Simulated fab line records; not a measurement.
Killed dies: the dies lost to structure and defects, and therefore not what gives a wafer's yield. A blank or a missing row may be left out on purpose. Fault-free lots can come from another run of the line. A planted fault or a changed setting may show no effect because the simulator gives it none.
fab line records -- flow nand-harc -- part 2 of 2: steps 5 to 6 of 6
record lots=19, wafers=57, last-day=24
route steps=1159 shown A_STAIRCASE@664
lots that met no fault: from a run of the same line without faults
start-h: hours from the record's first day to the start of the lot's first wafer shown -- wait-h: hours elapsed since this lot's preceding step -- " repeats the value in the row above -- L1.1+2: a row that stands for several wafers -- - value missing, or start not given -- * or withheld: withheld -- < > ~ a bound
route shown NAME@n: a module of which the file shows steps, and the number in the route of the first -- usual: the fault-free wafers' mean and standard deviation -- same: alike in all rows -- chamber/n: place in a boat -- sites: readings site by site -- _std_site: standard deviation of those values -- _edge_site: mean of outer sites minus mean of inner sites -- radius-mm: for every site, how far away it sits from the centre of the wafer -- mask NAME#n: copy n -- behind: the last tool/chamber to shape the wafer -- hold: the reason the lot was held/the length of the hold in hours/how it ended -- device: whichever transistor did not switch (one of n, p or np) -- end of line: the route-end tests of the same wafers -- a step given without rows: its recipe and nothing more -- killed: dies that structure and defects cost at the first sort, which is not the same as the wafer's yield -- map: a wafer's dies, marking killed ones x, the rest . and places with no die _
set.NAME: the setting that was run; set.NAME@STEP: the one run at that earlier step -- model.NAME: the simulator's own value behind a step, which no gauge read
the route's steps for a sample of lots (tables are steps, rows are wafers)
services: from which hour (start-h, from the record's first day; less than 0 if before it) a tool's chamber was out of use, for how many hours, and why
## steps
# step NHARC_A_STAIRCASE_STRIP_446
# recipe power-w=1500, temp-c=250, chemistry=O2
# usual drypump-motor-current-A=5.66/0.24, heater-power-w=319/24
lot.wafer,tool,chamber,start-h,wait-h,drypump-motor-current-A,heater-power-w,rf-hours-counter-h
L076.2,plasma-asher-02,0,311.51,0.0,5.80,332,41
L076.6,plasma-asher-02,0,311.51,0.0,5.79,348,-
L076.5,plasma-asher-02,1,311.51,0.0,5.27,332,-
L078.2,plasma-asher-01,1,321.02,0.0,5.90,325,9
L078.3,plasma-asher-01,0,321.02,0.0,5.70,284,-
L078.6,plasma-asher-01,1,321.02,0.0,5.91,319,-
L079.2,plasma-asher-01,1,322.46,0.1,5.93,323,10
L079.3,plasma-asher-01,1,322.46,0.1,5.92,319,-
L079.6,plasma-asher-01,1,322.46,0.1,5.93,315,-
L081.2,plasma-asher-02,0,331.13,0.1,5.76,330,49
L081.3,plasma-asher-02,1,331.13,0.1,5.26,330,-
L081.4,plasma-asher-02,0,331.13,0.1,5.78,338,-
L080.1,plasma-asher-01,0,331.14,0.0,5.67,278,15
L080.3,plasma-asher-01,1,331.14,0.0,5.93,322,-
L080.5,plasma-asher-01,0,331.14,0.0,5.68,279,-
L082.2,plasma-asher-01,0,349.25,0.0,5.68,280,22
L082.3,plasma-asher-01,1,349.25,0.0,5.93,321,-
L082.5,plasma-asher-01,1,349.25,0.0,5.92,311,-
L083.1,plasma-asher-01,1,361.01,0.2,5.94,322,24
L083.5,plasma-asher-01,1,361.01,0.2,5.93,312,-
L083.6,plasma-asher-01,0,361.01,0.2,5.66,282,-
L084.2,plasma-asher-02,0,380.99,0.1,5.79,344,4
L084.3,plasma-asher-02,0,380.99,0.1,5.79,347,-
L084.5,plasma-asher-02,0,380.99,0.1,5.78,359,-
L086.3,plasma-asher-01,0,381.45,0.2,5.66,285,-
L086.5,plasma-asher-01,1,381.45,0.2,5.90,327,-
L086.6,plasma-asher-01,0,381.45,0.2,5.64,275,-
L088.1,plasma-asher-01,1,382.78,0.1,5.92,319,33
L088.6,plasma-asher-01,0,382.78,0.1,5.69,283,-
L088.5,plasma-asher-01,1,382.78,0.1,5.92,324,-
L087.2,plasma-asher-01,1,389.97,0.0,5.93,329,36
L087.1,plasma-asher-01,0,389.97,0.0,5.63,285,36
L087.6,plasma-asher-01,0,389.97,0.0,5.67,280,-
L090.1,plasma-asher-02,1,390.04,0.0,5.28,326,8
L090.2,plasma-asher-02,0,390.04,0.0,5.75,352,8
L090.6,plasma-asher-02,0,390.04,0.0,5.76,353,-
L089.2,plasma-asher-02,1,394.29,0.1,5.25,323,9
L089.6,plasma-asher-02,0,394.29,0.1,5.76,356,-
L089.5,plasma-asher-02,1,394.29,0.1,5.26,315,-
L092.2,plasma-asher-01,1,399.62,0.0,5.95,318,40
L092.4,plasma-asher-01,0,399.62,0.0,5.70,274,-
L092.5,plasma-asher-01,0,399.62,0.0,5.70,280,-
L093.4,plasma-asher-01,0,401.71,0.2,5.63,283,-
L093.3,plasma-asher-01,1,401.71,0.2,5.92,327,-
L093.5,plasma-asher-01,1,401.71,0.2,5.95,317,-
L095.2,plasma-asher-02,1,425.99,0.9,5.33,324,21
L095.3,plasma-asher-02,1,425.99,0.9,5.30,330,-
L095.5,plasma-asher-02,1,425.99,0.9,5.31,324,-
L096.1,plasma-asher-02,0,426.61,1.3,5.80,353,21
L096.3,plasma-asher-02,1,426.61,1.3,5.31,318,-
L096.4,plasma-asher-02,0,426.61,1.3,5.79,353,-
L094.1,plasma-asher-02,0,436.15,0.1,5.77,353,31
L094.4,plasma-asher-02,0,436.15,0.1,5.77,360,-
L094.5,plasma-asher-02,0,436.15,0.1,5.81,361,-
L097.2,plasma-asher-01,0,436.51,0.0,5.68,287,45
L097.3,plasma-asher-01,0,436.51,0.0,5.68,282,-
L097.6,plasma-asher-01,1,436.51,0.0,5.93,327,-
# step NHARC_A_STAIRCASE_ETCHBACK_157
# recipe target-depth-a=900, over-etch-frac=0.3, time-s=167.14, ion-energy-ev=120, ch3f-flow-sccm=50, o2-flow-sccm=30, ar-flow-sccm=200, rf-w=500, bias-w=100, chemistry=CH3F/O2
# usual drypump-motor-current-A=5.9/0.32, mfc-ar-sccm=200.0/0.6, o2-flow-sccm=30.00/0.087, oes-product-au=0.987/0.029, rf-vpp-V=245.1/1.5, showerhead-plenum-p-Torr=2.51/0.09, throttle-valve-pct=20.663/0.0092
# same over-etch-frac=0.3
lot.wafer,tool,chamber,start-h,wait-h,drypump-motor-current-A,mfc-ar-sccm,o2-flow-sccm,oes-product-au,rf-hours-counter-h,rf-vpp-V,showerhead-plenum-p-Torr,throttle-valve-pct
L076.2,rie-diel-11,1,313.23,0.2,6.3,199.9,29.89,1.015,42,245.6,2.56,20.675
L076.5,rie-diel-11,0,313.23,0.2,5.4,199.7,30.03,1.035,-,242.6,2.30,20.661
L076.6,rie-diel-11,1,313.23,0.2,6.3,200.7,29.95,1.014,-,246.3,2.56,20.666
L078.2,rie-diel-13,1,322.81,0.2,5.6,199.9,30.06,0.987,13,246.5,2.57,20.665
L078.3,rie-diel-13,0,322.81,0.2,5.6,200.0,30.07,0.995,15,249.3,2.63,20.663
L078.6,rie-diel-13,1,322.81,0.2,5.6,200.0,29.99,0.996,-,245.5,2.57,20.660
L079.2,rie-diel-13,2,324.12,0.1,6.0,199.9,30.10,1.011,12,244.6,2.58,20.656
L079.3,rie-diel-13,3,324.12,0.1,5.6,199.5,29.91,0.994,13,245.6,2.58,20.646
L079.6,rie-diel-13,2,324.12,0.1,6.1,200.4,29.96,1.018,-,246.9,2.58,20.642
L081.3,rie-diel-13,1,332.87,0.1,5.6,200.1,29.97,0.997,19,245.8,2.57,20.661
L081.2,rie-diel-13,2,332.87,0.1,6.0,200.3,30.02,1.022,17,245.0,2.58,20.672
L081.4,rie-diel-13,3,332.87,0.1,5.6,200.6,30.10,1.002,18,245.1,2.58,20.656
L080.3,rie-diel-07,0,332.87,0.1,6.3,201.5,30.09,1.004,35,244.7,2.42,20.672
L080.1,rie-diel-07,2,332.87,0.1,5.9,200.0,30.10,1.034,30,244.9,2.46,20.676
L080.5,rie-diel-07,0,332.87,0.1,6.3,200.8,30.02,1.002,-,244.4,2.42,20.651
L082.2,rie-diel-13,0,350.95,0.2,5.6,200.1,30.00,0.990,28,245.4,2.62,20.674
L082.3,rie-diel-13,2,350.95,0.2,6.0,200.4,29.91,1.009,23,247.2,2.58,20.671
L082.5,rie-diel-13,0,350.95,0.2,5.6,201.1,29.99,0.987,-,246.0,2.62,20.660
L083.1,rie-diel-11,0,362.74,0.2,5.4,199.1,29.96,1.025,66,242.7,2.30,20.674
L083.6,rie-diel-11,2,362.74,0.2,6.4,199.6,30.04,0.919,-,245.0,2.52,20.664
L083.5,rie-diel-11,3,362.74,0.2,5.9,201.0,30.09,0.991,-,243.6,2.44,20.667
L084.2,rie-diel-07,0,382.68,0.2,6.3,198.4,29.97,1.002,50,242.5,2.41,20.660
L084.3,rie-diel-07,3,382.68,0.2,5.8,199.9,30.06,1.003,47,245.2,2.49,20.653
L084.5,rie-diel-07,0,382.68,0.2,6.3,199.0,29.88,1.012,-,243.4,2.41,20.660
L086.3,rie-diel-11,2,383.06,0.2,6.5,199.4,30.03,1.004,3,245.3,2.52,20.665
L086.6,rie-diel-11,3,383.06,0.2,5.9,200.9,30.09,0.987,-,243.7,2.44,20.642
L086.5,rie-diel-11,0,383.06,0.2,5.4,199.1,29.87,0.997,-,242.2,2.29,20.642
L088.1,rie-diel-11,1,384.46,0.2,6.3,200.0,30.06,1.001,4,245.4,2.54,20.674
L088.6,rie-diel-11,0,384.46,0.2,5.4,200.2,29.85,1.008,-,242.5,2.29,20.674
L088.5,rie-diel-11,1,384.46,0.2,6.3,199.6,30.01,1.010,-,245.5,2.54,20.665
L087.1,rie-diel-13,3,391.70,0.2,5.6,199.8,30.09,0.996,40,246.2,2.57,20.662
L087.2,rie-diel-13,1,391.70,0.2,5.6,199.1,29.85,0.993,41,245.1,2.56,20.664
L087.6,rie-diel-13,2,391.70,0.2,6.0,200.3,29.91,1.011,-,247.0,2.57,20.657
L090.2,rie-diel-13,3,391.80,0.2,5.6,200.2,29.94,0.981,40,247.7,2.57,20.657
L090.1,rie-diel-13,0,391.80,0.2,5.6,200.7,29.89,0.981,43,247.7,2.61,20.676
L090.6,rie-diel-13,0,391.80,0.2,5.7,201.1,30.00,0.969,-,245.6,2.61,20.651
L089.2,rie-diel-13,0,395.96,0.2,5.6,199.7,30.25,0.947,44,247.2,2.61,20.664
L089.6,rie-diel-13,0,395.96,0.2,5.6,199.9,30.08,0.952,-,245.5,2.61,20.650
L089.5,rie-diel-13,1,395.96,0.2,5.6,200.7,30.10,0.935,-,243.5,2.56,20.670
L092.2,rie-diel-11,1,401.37,0.2,6.3,199.8,30.16,0.957,8,246.4,2.54,20.653
L092.4,rie-diel-11,2,401.37,0.2,6.5,200.3,30.00,0.946,13,244.3,2.52,20.667
L092.5,rie-diel-11,1,401.37,0.2,6.4,201.1,30.08,0.963,-,245.4,2.54,20.656
L093.3,rie-diel-07,3,403.33,0.2,5.8,199.7,30.04,0.947,57,244.1,2.49,20.673
L093.4,rie-diel-07,1,403.33,0.2,6.0,199.9,30.08,0.945,59,243.6,2.45,20.672
L093.5,rie-diel-07,2,403.33,0.2,5.9,200.5,29.89,0.975,-,244.1,2.45,20.658
L095.3,rie-diel-13,1,427.68,0.2,5.6,199.4,29.91,0.928,50,245.9,2.56,20.678
L095.2,rie-diel-13,3,427.68,0.2,5.6,199.8,30.01,0.929,51,245.5,2.57,20.657
L095.5,rie-diel-13,1,427.68,0.2,5.6,200.6,29.87,0.915,-,245.4,2.56,20.648
L096.3,rie-diel-07,1,428.27,0.2,6.0,200.6,30.03,0.980,6,243.0,2.45,20.674
L096.4,rie-diel-07,2,428.27,0.2,5.9,199.8,30.05,1.020,5,245.0,2.45,20.662
L096.1,rie-diel-07,3,428.27,0.2,5.8,200.0,30.09,1.008,5,244.9,2.49,20.657
L094.1,rie-diel-11,0,437.81,0.1,5.4,200.1,29.94,1.002,21,241.0,2.29,20.676
L094.4,rie-diel-11,3,437.81,0.1,6.0,199.7,30.03,1.001,23,243.9,2.43,20.665
L094.5,rie-diel-11,1,437.81,0.1,6.3,200.7,29.80,1.006,-,247.5,2.54,20.662
L097.3,rie-diel-13,2,438.30,0.2,6.0,199.9,30.09,0.941,54,246.7,2.56,20.677
L097.2,rie-diel-13,0,438.30,0.2,5.6,198.9,30.02,0.914,57,246.2,2.61,20.664
L097.6,rie-diel-13,2,438.30,0.2,6.0,199.4,30.14,0.936,-,246.2,2.57,20.665
## services
tool,chamber,start-h,hours,kind
rie-diel-11,0,247.75,-,clean
rie-diel-11,1,247.75,-,clean
rie-diel-11,2,247.75,-,clean
rie-diel-07,2,268.97,15.6,repair
plasma-asher-01,-,276.00,9.0,pm
rie-diel-13,-,276.32,9.0,pm
rie-diel-11,3,279.07,6.1,repair
pecvd-02,-,296.58,1.4,repair
pecvd-02,-,313.66,1.3,repair
rie-diel-13,-,315.34,0.5,repair
pecvd-02,-,315.94,1.2,repair
pecvd-02,-,334.00,13.0,pm
pecvd-01,-,355.14,1.0,repair
plasma-asher-02,-,360.20,9.0,pm
rie-diel-11,-,366.68,9.0,pm
pecvd-04,-,376.27,13.0,pm
rie-diel-13,-,377.73,0.4,repair
rie-diel-11,3,391.51,4.6,repair
rie-diel-11,0,393.02,5.7,repair
rie-diel-07,-,405.27,9.0,pm
pecvd-01,0,414.26,6.1,repair
plasma-asher-01,-,415.59,19.8,repair
pecvd-01,-,418.23,13.0,pm
pecvd-02,1,419.08,12.6,repair
